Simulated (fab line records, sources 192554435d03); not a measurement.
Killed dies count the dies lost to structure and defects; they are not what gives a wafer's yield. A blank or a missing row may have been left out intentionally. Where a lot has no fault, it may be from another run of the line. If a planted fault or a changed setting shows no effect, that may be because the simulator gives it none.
Which tool is to blame? ; flow n5_finfet ; Sampling: 24 lots, 72 wafers, 6 of 1938 route steps

== WHAT THE GAUGES READ, wafer by wafer ==
N5_BEOL_M12_CD_MEAS_17 targets a cd of 140 nm. Usual: 141.4 nm for cd_nm, sd 2.5.
lot;measured;on;cd_nm (nm);flag
L074;day 10 21:55;cd_sem-02;138.8 142.3 139.0;
L075;day 11 13:46;cd_sem-01;143.6 142.0 139.9;
L077;day 11 18:32;cd_sem-03;142.4 142.1 139.5;
L076;day 12 08:08;cd_sem-01;140.4 143.3 144.1;
L079;day 12 09:55;cd_sem-01;136.9 145.2 139.1;
L081;day 12 12:55;cd_sem-03;142.8 139.5 140.9;
L080;day 12 13:06;cd_sem-03;138.6 140.5 140.7;
L082;day 13 02:10;cd_sem-01;142.1 140.0 140.6;
L078;day 13 11:12;cd_sem-02;137.8 140.8 138.8;
L083;day 13 14:17;cd_sem-03;144.2 141.2 143.1;
L084;day 13 20:02;cd_sem-02;140.3 138.0 138.6;
L085;day 14 12:18;cd_sem-01;145.5 143.8 142.6;
L086;day 14 14:11;cd_sem-02;140.6 139.0 140.0;
L088;day 15 00:47;cd_sem-01;142.4 141.4 144.7;
L087;day 15 08:04;cd_sem-02;143.5 139.8 146.0;
L090;day 15 19:19;cd_sem-02;142.7 137.4 145.7;
L089;day 16 01:37;cd_sem-03;146.1 140.1 141.2;
L091;day 16 04:16;cd_sem-02;143.0 144.5 142.9;
L092;day 16 13:59;cd_sem-02;142.7 141.9 138.8;
L095;day 16 18:30;cd_sem-02;141.0 141.2 140.0;
L094;day 16 19:07;cd_sem-03;136.7 137.3 138.2;
L093;day 16 20:58;cd_sem-03;136.8 140.4 139.3;
L096;day 17 03:45;cd_sem-01;141.5 142.3 143.9;
L097;day 17 07:28;cd_sem-01;138.1 140.3 139.3;

N5_BEOL_M13_OVL_MEAS_29. Usual: M13_OVL gives 0 nm (standard deviation 5.6).
lot;measured;on;M13_OVL (nm);flag
L074;day 11 09:50;overlay-02;7 8 4;
L075;day 11 19:37;overlay-01;5 -4 -3;
L077;day 12 04:44;overlay-01;0 -7 2;
L076;day 12 14:54;overlay-01;-3 4 3;
L079;day 12 18:58;overlay-01;-1 1 -2;
L081;day 12 19:30;overlay-01;3 -5 -11;
L080;day 12 19:04;overlay-01;4 5 2;
L082;day 13 10:41;overlay-01;2 7 1;
L078;day 13 16:44;overlay-02;12 10 14;
L083;day 13 19:54;overlay-01;4 -2 -5;
L084;day 14 01:38;overlay-01;6 3 6;
L085;day 14 22:32;overlay-02;3 -3 -9;
L086;day 14 22:46;overlay-01;-3 -4 -5;
L088;day 15 06:50;overlay-01;-8 5 -4;
L087;day 15 13:53;overlay-01;-2 -11 -3;
L090;day 16 03:02;overlay-02;0 -7 -6;
L089;day 16 08:35;overlay-01;-3 0 0;
L091;day 16 10:16;overlay-02;-11 -3 2;
L092;day 16 19:45;overlay-02;1 0 -8;
L095;day 17 03:10;overlay-02;-6 0 -1;
L094;day 17 03:52;overlay-01;-7 -8 -7;
L093;day 17 06:44;overlay-01;12 2 3;
L096;day 17 13:25;overlay-02;6 8 -1;
L097;day 17 14:50;overlay-01;5 -4 -1;

N5_BEOL_M13_INSPECT_55: inspects for defects (darkfield). Usual: 72 for raw_defect_count, sd 23.
lot;measured;on;raw_defect_count;flag
L074;day 11 17:12;defect_inspect-02;127 92 65;
L075;day 12 00:32;defect_inspect-01;87 59 73;
L077;day 12 07:30;defect_inspect-01;92 89 73;
L076;day 12 17:31;defect_inspect-01;95 93 143;
L079;day 12 23:01;defect_inspect-01;75 74 82;
L081;day 13 00:41;defect_inspect-02;75 55 27;
L080;day 13 00:08;defect_inspect-02;45 63 45;
L082;day 13 15:40;defect_inspect-01;34 51 66;
L078;day 13 23:56;defect_inspect-01;74 77 121;
L083;day 14 00:16;defect_inspect-01;66 86 99;
L084;day 14 11:17;defect_inspect-02;94 84 92;
L085;day 15 01:40;defect_inspect-02;68 79 80;
L086;day 15 02:10;defect_inspect-01;64 80 45;
L088;day 15 09:13;defect_inspect-01;55 78 91;
L087;day 15 16:32;defect_inspect-01;34 38 47;
L090;day 16 06:37;defect_inspect-02;67 75 92;
L089;day 16 12:16;defect_inspect-01;40 61 57;
L091;day 16 13:38;defect_inspect-02;60 65 63;
L092;day 17 01:59;defect_inspect-01;41 72 34;
L095;day 17 06:41;defect_inspect-01;47 66 59;
L094;day 17 07:03;defect_inspect-02;89 81 62;
L093;day 17 10:50;defect_inspect-02;94 70 76;
L096;day 17 17:22;defect_inspect-02;88 112 52;
L097;day 17 17:44;defect_inspect-01;66 53 71;

== WHICH TOOL RAN EACH LOT (tool, then ch and the chambers of the sampled wafers, then the start) ==
lot;N5_BEOL_M12_DEGAS_41;N5_BEOL_M13_DEGAS_41;N5_BEOL_M13_DEP_53
L074;pvd_sputter-02, day 11 06:46;pvd_sputter-02, day 11 15:56;pecvd-04 ch 0,1, day 11 17:07
L075;pvd_sputter-03, day 11 16:37;pvd_sputter-03, day 11 23:16;pecvd-02 ch 0,1,2, day 12 00:26
L077;pvd_sputter-02, day 12 01:34;pvd_sputter-01, day 12 06:06;pecvd-02 ch 0,1,2, day 12 07:25
L076;pvd_sputter-02, day 12 11:20;pvd_sputter-02, day 12 16:14;pecvd-02 ch 0,1,2, day 12 17:26
L079;pvd_sputter-03, day 12 15:57;pvd_sputter-03, day 12 21:38;pecvd-03 ch 1,2, day 12 22:55
L081;pvd_sputter-02, day 12 16:38;pvd_sputter-01, day 12 23:15;pecvd-02 ch 0,1,2, day 13 00:35
L080;pvd_sputter-03, day 12 16:16;pvd_sputter-02, day 12 22:46;pecvd-03 ch 0,1,2, day 13 00:02
L082;pvd_sputter-02, day 13 07:53;pvd_sputter-03, day 13 14:11;pecvd-02 ch 0,2, day 13 15:33
L078;pvd_sputter-03, day 13 13:40;pvd_sputter-01, day 13 21:45;pecvd-03 ch 0,1, day 13 23:50
L083;pvd_sputter-02, day 13 16:23;pvd_sputter-01, day 13 22:11;pecvd-04 ch 0,1,2, day 14 00:12
L084;pvd_sputter-03, day 13 21:39;pvd_sputter-03, day 14 06:48;pecvd-04 ch 1,2, day 14 11:11
L085;pvd_sputter-03, day 14 19:41;pvd_sputter-02, day 15 00:24;pecvd-04 ch 0,1, day 15 01:34
L086;pvd_sputter-01, day 14 19:49;pvd_sputter-02, day 15 00:54;pecvd-03 ch 1,2, day 15 02:04
L088;pvd_sputter-02, day 15 03:50;pvd_sputter-03, day 15 07:56;pecvd-03 ch 0,1,2, day 15 09:07
L087;pvd_sputter-03, day 15 11:05;pvd_sputter-01, day 15 14:53;pecvd-04 ch 0,1,2, day 15 16:26
L090;pvd_sputter-03, day 15 23:38;pvd_sputter-01, day 16 04:56;pecvd-02 ch 0,1,2, day 16 06:32
L089;pvd_sputter-01, day 16 05:15;pvd_sputter-01, day 16 10:57;pecvd-03 ch 0,1,2, day 16 12:11
L091;pvd_sputter-02, day 16 06:59;pvd_sputter-03, day 16 12:19;pecvd-03 ch 1,2, day 16 13:32
L092;pvd_sputter-02, day 16 15:43;pvd_sputter-02, day 17 00:20;pecvd-04 ch 0,2, day 17 01:53
L095;pvd_sputter-03, day 17 00:16;pvd_sputter-02, day 17 05:23;pecvd-04 ch 0,2, day 17 06:35
L094;pvd_sputter-02, day 17 00:44;pvd_sputter-02, day 17 05:47;pecvd-03 ch 1,2, day 17 06:58
L093;pvd_sputter-03, day 17 03:51;pvd_sputter-02, day 17 09:34;pecvd-03 ch 0,1,2, day 17 10:44
L096;pvd_sputter-03, day 17 10:26;pvd_sputter-02, day 17 16:03;pecvd-04 ch 0,2, day 17 17:16
L097;pvd_sputter-01, day 17 12:06;pvd_sputter-02, day 17 16:27;pecvd-04 ch 0,2, day 17 17:38
- N5_BEOL_M12_DEGAS_41: time 60 s.
- N5_BEOL_M13_DEGAS_41: time 60 s.
- N5_BEOL_M13_DEP_53: deposits SiCN from 3MS/NH3, target thk 50 nm, time 17.8 s.

== WHAT THE TOOLS THEMSELVES READ (means of the sampled wafers that have a number; where no wafer has one, the mark that the record gives instead) ==
N5_BEOL_M12_DEGAS_41. Usual: 336 W for heater_power_w, sd 23.
lot;tool;heater_power_w (W);flag
L074;pvd_sputter-02;340;
L075;pvd_sputter-03;323;
L077;pvd_sputter-02;328;
L076;pvd_sputter-02;357;
L079;pvd_sputter-03;349;
L081;pvd_sputter-02;336;
L080;pvd_sputter-03;345;
L082;pvd_sputter-02;351;
L078;pvd_sputter-03;318;
L083;pvd_sputter-02;341;
L084;pvd_sputter-03;338;
L085;pvd_sputter-03;339;
L086;pvd_sputter-01;318;
L088;pvd_sputter-02;354;
L087;pvd_sputter-03;322;
L090;pvd_sputter-03;313;
L089;pvd_sputter-01;319;
L091;pvd_sputter-02;357;
L092;pvd_sputter-02;343;
L095;pvd_sputter-03;343;
L094;pvd_sputter-02;329;
L093;pvd_sputter-03;329;
L096;pvd_sputter-03;327;
L097;pvd_sputter-01;308;

N5_BEOL_M13_DEGAS_41. Usual: 329 W for heater_power_w, sd 24.
lot;tool;heater_power_w (W);flag
L074;pvd_sputter-02;355;
L075;pvd_sputter-03;326;
L077;pvd_sputter-01;314;
L076;pvd_sputter-02;335;
L079;pvd_sputter-03;337;
L081;pvd_sputter-01;306;
L080;pvd_sputter-02;343;
L082;pvd_sputter-03;329;
L078;pvd_sputter-01;310;
L083;pvd_sputter-01;305;
L084;pvd_sputter-03;331;
L085;pvd_sputter-02;335;
L086;pvd_sputter-02;333;
L088;pvd_sputter-03;338;
L087;pvd_sputter-01;305;
L090;pvd_sputter-01;307;
L089;pvd_sputter-01;304;
L091;pvd_sputter-03;340;
L092;pvd_sputter-02;332;
L095;pvd_sputter-02;334;
L094;pvd_sputter-02;333;
L093;pvd_sputter-02;348;
L096;pvd_sputter-02;334;
L097;pvd_sputter-02;350;

N5_BEOL_M13_DEP_53. Usual: showerhead_plenum_p_Torr 4.163 Torr, standard deviation 0.022; throttle_valve_pct 18.0 %, standard deviation 0.5.
lot;tool;showerhead_plenum_p_Torr (Torr);throttle_valve_pct (%);flag
L074;pecvd-04;4.180;18.7;
L075;pecvd-02;4.176;17.8;
L077;pecvd-02;4.180;18.0;
L076;pecvd-02;4.174;18.0;
L079;pecvd-03;4.123;18.3;
L081;pecvd-02;4.174;17.8;
L080;pecvd-03;4.142;18.0;
L082;pecvd-02;4.170;18.1;
L078;pecvd-03;4.152;18.3;
L083;pecvd-04;4.181;18.3;
L084;pecvd-04;4.183;18.3;
L085;pecvd-04;4.174;18.7;
L086;pecvd-03;4.136;17.9;
L088;pecvd-03;4.136;18.1;
L087;pecvd-04;4.174;18.3;
L090;pecvd-02;4.175;17.9;
L089;pecvd-03;4.143;18.1;
L091;pecvd-03;4.129;18.3;
L092;pecvd-04;4.176;17.8;
L095;pecvd-04;4.174;17.8;
L094;pecvd-03;4.145;18.0;
L093;pecvd-03;4.143;18.2;
L096;pecvd-04;4.168;17.9;
L097;pecvd-04;4.184;18.0;

== THE ANSWER, worked out from the rows above alone ==
Rule: a lot counts as off when the mean over its wafers that have a number is more than 3 standard deviations away from the usual mean. A lot without any number at a reading at which 4 lots or more have one is off too. Where the step has rows for the other lots, those lots are counted as sound. The gauges are gone through in route order, then the tools' own readings, and for those a lot's mean is taken as printed above. At the first step where some lot is off, the reading lying furthest off is the one used; lots without a number count as furthest.
No lot is off at any reading shown: from this, nothing can be told.

== WHAT THE SIMULATOR HAD PUT IN ==
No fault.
